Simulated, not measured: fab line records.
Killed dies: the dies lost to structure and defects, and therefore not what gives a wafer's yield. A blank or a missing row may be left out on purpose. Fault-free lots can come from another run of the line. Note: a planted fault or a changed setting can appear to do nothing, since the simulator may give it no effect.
3 desks looking at one fault -- flow n5_finfet -- what lay behind the numbers comes last; until then each desk has only its own

## THE METROLOGY DESK
What the gauges read for every lot (on any tool): the sampled wafers with a number, averaged. A lot is out of limits, marked OUT, if its mean lies more than 4 standard deviations from the usual mean; the brackets give that distance. It has 10 readings; the 7 that lie furthest out on some lot are the ones shown.
Columns: A = DIBL_N at N5_BEOL_M4_RC_MEAS_101, usual 36.0 mV/V; B = IOFF_N at N5_BEOL_M4_RC_MEAS_101, usual 0.156 nA/um; C = IOFF_P at N5_BEOL_M4_RC_MEAS_101, usual 0.21 nA/um; D = ION_P at N5_BEOL_M4_RC_MEAS_101, usual 463 uA/um; E = SS_P at N5_BEOL_M4_RC_MEAS_101, usual 73.3 mV/dec; F = VT_N at N5_BEOL_M4_RC_MEAS_101, usual 250 mV; G = VT_P at N5_BEOL_M4_RC_MEAS_101, usual -250 mV
lot,first seen here,A,B,C,D,E,F,G
L549,day 8 11:33,36.2,0.148,0.17,455,73.3,253,-254
L552,day 9 11:20,38.1,0.173,0.23,461,74.4,252,-251
L554,day 9 16:02,36.3,0.161,0.21,463,73.8,250,-249
L553,day 9 17:29,37.4,0.173,0.21,461,73.3,247,-250
L562,day 11 23:07,36.5,0.150,0.23,461,73.4,251,-248
L563,day 12 10:09,37.9,0.166,0.23,464,72.9,249,-249
L564,day 12 11:52,33.1,0.115,0.15,449,72.8,253,-257
L565,day 13 01:37,34.9,0.129,0.19,460,72.7,253,-251
L569,day 14 00:35,36.4,0.172,0.22,465,73.2,247,-251
Finding of this desk: none of the 9 lots has anything out of limits.

## FOR THE TOOL OWNER'S DESK: litho_track-03
The tool's own readings at N5_MOL_CONTACT_COAG_COAT_34 (resist thk 40 nm): means of the sampled wafers that have a number, for each lot that ran on this tool. A lot is out of limits, marked OUT, if its mean lies more than 4 standard deviations from the usual mean; the brackets give that distance.
Columns: A = spin_speed_rpm at N5_MOL_CONTACT_COAG_COAT_34, usual 1500.1 rpm
lot,first seen here,A
L552,day 6 16:18,1499.5
L553,day 7 04:04,1454.7 (-47) OUT
L554,day 7 07:42,1455.6 (-46) OUT
L569,day 10 18:25,1500.1
Finding of this desk: L553, L554 out of limits; the first was L553 at day 7 04:04, on spin_speed_rpm at N5_MOL_CONTACT_COAG_COAT_34. In limits: L552, L569.

## THE DEFECT DESK
What the inspections along the route counted, lot by lot: means of the sampled wafers that have a number. A lot is out of limits, marked OUT, if its mean lies more than 4 standard deviations from the usual mean; the brackets give that distance.
Columns: A = raw_defect_count at N5_MOL_CONTACT_COAG_INSPECT_57, usual 212
lot,first seen here,A
L549,day 5 23:05,208
L552,day 6 15:08,301
L553,day 7 02:47,183
L554,day 7 06:44,160
L562,day 9 04:54,164
L563,day 9 11:25,237
L564,day 9 11:37,137
L565,day 9 18:11,243
L569,day 10 17:32,267
Finding of this desk: none of the 9 lots has anything out of limits.

## ALL TOGETHER
An alarm could have come from the tool owner's desk at day 7 04:04, on L553, L554.
The metrology desk saw nothing out of limits.
Nothing the defect desk looked at was out of limits.
The metrology desk holds a record of L553, L554, inside its limits.
The defect desk has L553, L554 on record, within its limits.
Every lot named ran N5_MOL_CONTACT_COAG_COAT_34 on litho_track-03.

## WHAT WAS PUT IN BY THE SIMULATOR
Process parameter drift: litho_track-03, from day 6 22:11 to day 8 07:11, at N5_MOL_CONTACT_COAG_COAT_34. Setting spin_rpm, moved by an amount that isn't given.
Lots struck among those shown: L553, L554.
Delay in hours, fault start to first out-of-limits reading, by desk: the tool owner's desk at 6.
